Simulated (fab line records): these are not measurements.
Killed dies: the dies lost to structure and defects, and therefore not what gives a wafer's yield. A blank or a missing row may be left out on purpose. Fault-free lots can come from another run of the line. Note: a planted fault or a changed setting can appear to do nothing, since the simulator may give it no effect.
Chamber matching | flow nandHarc | NHARC_P_GATE_DESCUM_93 on rieDiel-03 has 4 sister chambers
The step chemistry O2, time 3 s. 4 wafers are shown with their chamber, then 12 later ones without.

WAFERS, EACH WITH ITS CHAMBER
wafer  | chamber | drypumpMotorCurrentA (A)
L079.6 | 3       | 5.9
L081.3 | 2       | 5.7
L088.1 | 1       | 5.8
L088.5 | 0       | 5.8

WAFERS MISSING THEIR CHAMBER
wafer  | drypumpMotorCurrentA (A)
L088.3 | 5.7
L088.4 | 5.9
L088.6 | 5.8
L089.3 | 5.7
L089.4 | 5.9
L089.5 | 6.0
L093.2 | 5.7
L093.3 | 5.9
L093.4 | 5.7
L093.1 | 5.9
L093.5 | 5.9
L093.6 | 5.8

CHAMBER TAKEN BY EACH
wafer  | from the rows above     | in truth
L088.3 | 2                       | 2
L088.4 | 3                       | 3
L088.6 | can't be placed: 0 or 1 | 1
L089.3 | 2                       | 2
L089.4 | 3                       | 3
L089.5 | 3                       | 3
L093.2 | 2                       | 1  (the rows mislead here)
L093.3 | 3                       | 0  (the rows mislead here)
L093.4 | 2                       | 2
L093.1 | 3                       | 3
L093.5 | 3                       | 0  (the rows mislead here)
L093.6 | can't be placed: 0 or 1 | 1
Placed correctly: 7 of 12. From these rows, 2 cannot be placed; in 2 the true chamber is one of the candidates. Number placed wrongly: 3.
How it was worked out, from the rows above alone: a wafer's distance from a chamber is the root of the sum, over the readings, of the square of ((its reading less the chamber's mean) divided by the reading's scatter). If the next closest chamber is less than 2 further off than the closest, the wafer can't be placed; otherwise it belongs to the closest. The mean given for a chamber averages the wafers shown for that chamber. The scatter: root of mean squared gap, hidden wafer to nearest shown wafer, with one shown wafer a chamber.
